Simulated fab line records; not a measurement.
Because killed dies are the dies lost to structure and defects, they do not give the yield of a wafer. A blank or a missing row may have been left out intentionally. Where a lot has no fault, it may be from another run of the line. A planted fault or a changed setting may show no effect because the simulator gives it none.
fab line records	flow nand_harc
record lots=4	wafers=12	last_day=24
route steps=1159 shown A_ONON_D1@428 A_CHANNEL_HOLE_D1@450 END@1159
lots with no fault: from the same line, run without faults
start_h: start of the lot's first displayed wafer, in hours after the record's first day	wait_h: hours from the lot's prior step to this one	" identical to the entry in the row above	L1.1+2: a row that stands for several wafers	- value missing, or start not given	* or withheld: withheld	< > ~ a bound
route shown NAME@n: names a module that has steps shown in the file, with the first one's number in the route	usual: the fault-free wafers' mean and standard deviation	same: alike in all rows	chamber/n: place in a boat	sites: per-site readings	_std_site: standard deviation of those values	_edge_site: mean of outer sites minus mean of inner sites	radius_mm: for every site, how far away it sits from the centre of the wafer	mask NAME#n: copy n	behind: tool/chamber where the wafer was last shaped	hold: why the lot was held/for how many hours/how that ended	device: the transistor (n, p or np) that didn't switch	end of line: the same wafers' tests at the end of the route	step lacking rows: just its recipe	killed: dies that structure and defects cost at the first sort, which is not the same as the wafer's yield	map: a wafer's dies, x killed, . not, _ none there
set.NAME: the setting that was run; set.NAME@STEP: the one run at that earlier step	model.NAME: the simulator's own value behind a step, which no gauge read
lots at some steps of the route; a table a step, a row a wafer
services: from which hour (start_h, from the record's first day; less than 0 if before it) a tool's chamber was out of use, for how many hours, and why
## steps
# step NHARC_A_ONON_D1_DEP_06
# recipe target_thk_a=10000	n2_flow_sccm=2750	n2o_flow_sccm=2000	nh3_flow_sccm=500	sih4_flow_sccm=210	temp_c=400
# step NHARC_A_ONON_D1_DEP_09
# recipe target_thk_a=10000	n2_flow_sccm=2750	n2o_flow_sccm=2000	nh3_flow_sccm=500	sih4_flow_sccm=210	temp_c=400
# step NHARC_A_ONON_D1_DEP_12
# recipe target_thk_a=10000	n2_flow_sccm=2750	n2o_flow_sccm=2000	nh3_flow_sccm=500	sih4_flow_sccm=210	temp_c=400
# step NHARC_A_ONON_D1_ANNEAL_15
# recipe temp_c=750	time_s=3600
# step NHARC_A_ONON_D1_DEP_16
# recipe target_thk_a=10000	n2_flow_sccm=2750	n2o_flow_sccm=2000	nh3_flow_sccm=500	sih4_flow_sccm=210	temp_c=400
# step NHARC_A_ONON_D1_DEP_19
# recipe target_thk_a=10000	n2_flow_sccm=2750	n2o_flow_sccm=2000	nh3_flow_sccm=500	sih4_flow_sccm=210	temp_c=400
# step NHARC_A_ONON_D1_DEP_22
# recipe target_thk_a=10000	n2_flow_sccm=2750	n2o_flow_sccm=2000	nh3_flow_sccm=500	sih4_flow_sccm=210	temp_c=400
lot.wafer	tool	chamber	start_h	wait_h
L256.1+3+6	pecvd_onon-04	0	188.46	0.1
L266.2+3+4	pecvd_onon-04	0	262.81	0.1
L270.1+2+6	pecvd_onon-04	0	278.15	0.1
L272.2+3+5	pecvd_onon-03	0	288.49	0.1
# step NHARC_A_ONON_D1_DEP_25
# recipe target_thk_a=10000	n2_flow_sccm=2750	n2o_flow_sccm=2000	nh3_flow_sccm=500	sih4_flow_sccm=210	temp_c=400
# step NHARC_A_ONON_D1_DEP_28
# recipe target_thk_a=10000	n2_flow_sccm=2750	n2o_flow_sccm=2000	nh3_flow_sccm=500	sih4_flow_sccm=210	temp_c=400
# step NHARC_A_ONON_D1_DEP_33
# recipe target_thk_a=2000	temp_c=400	pressure_torr=6.5	rf_w=900	teos_flow_sccm=161.4	flow_sccm=2650	target_thk_nm=200	gas=O2	material=SiO2
# step NHARC_A_CHANNEL_HOLE_D1_DEP_00
# recipe target_thk_a=31000	temp_c=400	material=aC
# step NHARC_A_CHANNEL_HOLE_D1_DEP_01
# recipe target_thk_a=1400	target_thk_nm=140	temp_c=400	pressure_torr=3.5	flow_sccm=200	rf_w=350	material=SiON
# step NHARC_A_CHANNEL_HOLE_D1_DEHYDRATE_02
# recipe temp_c=150	time_s=120
# step NHARC_A_CHANNEL_HOLE_D1_HMDS_03
# recipe time_s=30
# step NHARC_A_CHANNEL_HOLE_D1_COAT_36
# recipe temp_c=260	time_s=75
# step NHARC_A_CHANNEL_HOLE_D1_COAT_37
# recipe temp_c=225	time_s=65
# step NHARC_A_CHANNEL_HOLE_D1_COAT_04
# recipe spin_rpm=1500	resist_thk_nm=90
# step NHARC_A_CHANNEL_HOLE_D1_SOFTBAKE_05
# recipe temp_c=105	time_s=55
# step NHARC_A_CHANNEL_HOLE_D1_EBR_06
# step NHARC_A_CHANNEL_HOLE_D1_EXPOSE_07
# recipe na=1.35	target_cd_nm=100	sigma_outer=0.3	dose_mj=59.65	mask_id=HOLE_D1
# step NHARC_A_CHANNEL_HOLE_D1_PEB_08
# recipe peb_temp_c=100	peb_time_s=65
# step NHARC_A_CHANNEL_HOLE_D1_DEVELOP_09
# recipe develop_time_s=35	dev_temp_c=23
# step NHARC_A_CHANNEL_HOLE_D1_DESCUM_15
# recipe time_s=3	o2_flow_sccm=200	ar_flow_sccm=0	bias_power_w=0	chemistry=O2
# step NHARC_A_CHANNEL_HOLE_D1_ETCH_38
# recipe target_depth_a=390	over_etch_frac=0.3	time_s=65	ion_energy_ev=80	cf4_flow_sccm=150	ar_flow_sccm=0	rf_w=300	bias_w=100	chemistry=CF4
# step NHARC_A_CHANNEL_HOLE_D1_ETCH_39
# recipe target_depth_a=2600	over_etch_frac=0.3	time_s=325	ion_energy_ev=200	n2_flow_sccm=150	h2_flow_sccm=150	ar_flow_sccm=0	rf_w=400	bias_w=150	chemistry=N2/H2
# step NHARC_A_CHANNEL_HOLE_D1_ETCH_34
# recipe target_depth_a=1540	time_s=77	cf4_flow_sccm=100	chf3_flow_sccm=30	ar_flow_sccm=0	rf_w=500	bias_w=200	chemistry=CF4/CHF3
# step NHARC_A_CHANNEL_HOLE_D1_ETCH_16
# recipe target_depth_a=31000	over_etch_frac=0.3	time_s=806	ion_energy_ev=150	o2_flow_sccm=400	cos_flow_sccm=20	ar_flow_sccm=0	rf_w=500	bias_w=300	chemistry=O2/COS
# step NHARC_END_SORT_01
# recipe temp_c=25
# usual killed_at_array=29/11	killed_at_other=0.7/1.1	killed_at_periphery=2.9/2.2	killed_dies=33/11	killed_open=3.1/1.8	killed_short=1.9/1.4
# same gross_dies=677
lot.wafer	tool	chamber	start_h	wait_h	killed_at_array	killed_at_other	killed_at_periphery	killed_dies	killed_open	killed_short
L256.1	prober-01	0	456.29	2.5	9	0	0	9	3	1
L256.3	prober-01	0	457.89	3.1	5	1	2	8	4	1
L256.6	prober-01	0	460.28	4.0	10	1	0	11	4	3
L266.2	prober-02	0	518.15	2.8	103	0	4	107	6	2
L266.3	prober-02	0	518.94	3.0	95	1	3	99	6	2
L266.4	prober-02	0	519.72	3.3	94	1	6	101	6	6
L270.1	prober-01	0	541.89	2.5	114	1	6	121	3	1
L270.2	prober-01	0	542.68	2.8	104	0	2	106	2	3
L270.6	prober-01	0	545.88	4.0	120	0	4	124	5	2
# killed by level:class
L256.1 A_STAIRCASE:chamber_film_flake=3 A_CHANNEL_HOLE_D1:chamber_film_flake=2 A_CHANNEL_FILL_D1:geometric_particle:short=1 A_CHANNEL_FILL_D1:geometric_particle:open=1 A_SGD_CUT:geometric_particle:open=1 A_WL_FILL:geometric_particle:open=1
L256.3 P_CONTACT:geometric_particle:open=1 P_M2:geometric_particle:open=1 A_CHANNEL_FILL_D1:geometric_particle:short=1 A_CONTACT:geometric_particle:open=1 A_BLC:geometric_particle:open=1 A_CHANNEL_HOLE_D1:chamber_film_flake=1 A_STAIRCASE:chamber_film_flake=1 THIN_TSV:chamber_film_flake=1
L256.6 A_WL_FILL:geometric_particle:short=2 A_CONTACT:geometric_particle:open=2 A_ONON_D1:geometric_particle:open=1 A_CONTACT:geometric_particle:short=1 A_BLC:geometric_particle:open=1 A_CHANNEL_HOLE_D1:chamber_film_flake=1 A_STAIRCASE:chamber_film_flake=1 A_SLIT:chamber_film_flake=1
L266.2 A_ONON_D1:unspecified=85 A_CHANNEL_HOLE_D1:chamber_film_flake=8 A_STAIRCASE:chamber_film_flake=4 A_CONTACT:geometric_particle:open=2 P_STI:geometric_particle:short=1 P_STI:geometric_particle:open=1 P_M0:geometric_particle:open=1 A_CHANNEL_FILL_D1:geometric_particle:short=1
L266.3 A_ONON_D1:unspecified=80 A_CHANNEL_HOLE_D1:chamber_film_flake=7 P_CONTACT:geometric_particle:open=2 A_M0:geometric_particle:open=2 P_GATE:geometric_particle:short=1 A_CHANNEL_HOLE_D1:geometric_particle:open=1 A_CHANNEL_FILL_D1:geometric_particle:open=1 A_WL_FILL:geometric_particle:short=1
L266.4 A_ONON_D1:unspecified=81 P_CONTACT:geometric_particle:open=2 A_CHANNEL_FILL_D1:geometric_particle:short=2 P_ZERO_WELL:chamber_film_flake=2 A_CHANNEL_HOLE_D1:chamber_film_flake=2 A_STAIRCASE:chamber_film_flake=2 P_GATE:geometric_particle:short=1 P_GATE:geometric_particle:open=1
L270.1 A_ONON_D1:unspecified=83 A_SLIT:chamber_film_flake=11 A_CONTACT:chamber_film_flake=7 A_CHANNEL_HOLE_D1:chamber_film_flake=5 A_STAIRCASE:chamber_film_flake=3 P_STI:chamber_film_flake=2 P_GATE:chamber_film_flake=2 A_CHANNEL_FILL_D1:chamber_film_flake=2
L270.2 A_ONON_D1:unspecified=82 A_SLIT:chamber_film_flake=9 A_CONTACT:chamber_film_flake=4 A_STAIRCASE:chamber_film_flake=3 P_GATE:chamber_film_flake=2 A_CHANNEL_FILL_D1:geometric_particle:short=1 A_SGD_CUT:geometric_particle:short=1 A_WL_FILL:geometric_particle:short=1
L270.6 A_ONON_D1:unspecified=85 A_SLIT:chamber_film_flake=17 A_STAIRCASE:chamber_film_flake=6 A_CHANNEL_HOLE_D1:chamber_film_flake=3 A_CONTACT:chamber_film_flake=3 P_GATE:geometric_particle:open=1 P_M0:geometric_particle:open=1 A_ONON_D1:geometric_particle:short=1
# map L266.2 (x killed, . not)
____________.____________
_________......._________
_______..........._______
______.............______
_____............x.._____
____.................____
____.................____
___...................___
___......xx...........___
__...x.................__
__......x..............__
_.................x.xxx._
_..................xxxxx_
_..............x.xxxxxxx_
_...............xxxxxxxx_
_................xxxxxxx_
........xx.....xxxxxxxxxx
.................xxxxxxxx
.................xxxxxxxx
................xxxxxxxxx
.x.x..........x...xxxxxxx
_.............x.....xxxx_
_................x.xxx.._
_..............xx.x.xx.._
_..............x...x...._
_......x......x...x....._
__.............x.......__
__.....................__
___...................___
___...................___
____...........x.....____
____..x..............____
_____........x......_____
______.............______
_______..........._______
_________......._________
____________.____________
# map L270.6 (x killed, . not)
____________.____________
_________......._________
_______..........._______
______.............______
_____......x..x....._____
____.................____
____.................____
___...x...............___
___..xx...............___
__.....................__
__....x............xx..__
_.................x....._
_.................xxxxxx_
_................xxxxxxx_
_...x...........xxxxxxxx_
_.x..............xxxxxxx_
................xxxxxxxxx
................xxxxxxxxx
.........x....x..xxxxxxxx
..................xxxxxx.
.........x....xxxxxxxxx.x
_................x.xxxxx_
_................xxxxx.x_
_.x..x.........x.x...x.._
_......................._
_......................._
__..................x..__
__......x..............__
___....xxx............___
___...x.xx........x...___
____.x.xxx...........____
____.xxx.............____
_____x.xx..........._____
______x............______
_______.xx........_______
_________.x....._________
____________.____________
## services
tool	chamber	start_h	hours	kind
pecvd_onon-03	-	234.90	6.8	repair
pecvd_onon-04	-	237.02	13.0	pm
## key
first_sign step=NHARC_END_SORT_01	reading=killed_dies	direction=up	sigmas=6.9	usual=33	struck=110
effect step=NHARC_END_SORT_01	reading=killed_at_array	direction=up	sigmas=6.8	usual=29	struck=105
more_kills_born_at NHARC_A_ONON_D1_DEP_22@pecvd_onon-04=496
met_at NHARC_A_ONON_D1_DEP_22
struck_wafers L266.2,L266.3,L266.4,L270.1,L270.2,L270.6
tester_left_out L266,L270
onset_between 188.46 262.81
fault kind=chamber_particle_source	tool=pecvd_onon-04	chamber=-	onset_h=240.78	steps=NHARC_A_ONON_D1_DEP_22	rate_per_visit_cm2=0.91916	end_h=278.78
# tester_left_out: of these lots the tester's yield and bins aren't shown, on N5 and GAA mostly nor the transistor test; their killed dies are dies lost to structure and defects alone, not to doping, threshold or leakage, so they don't give the yield
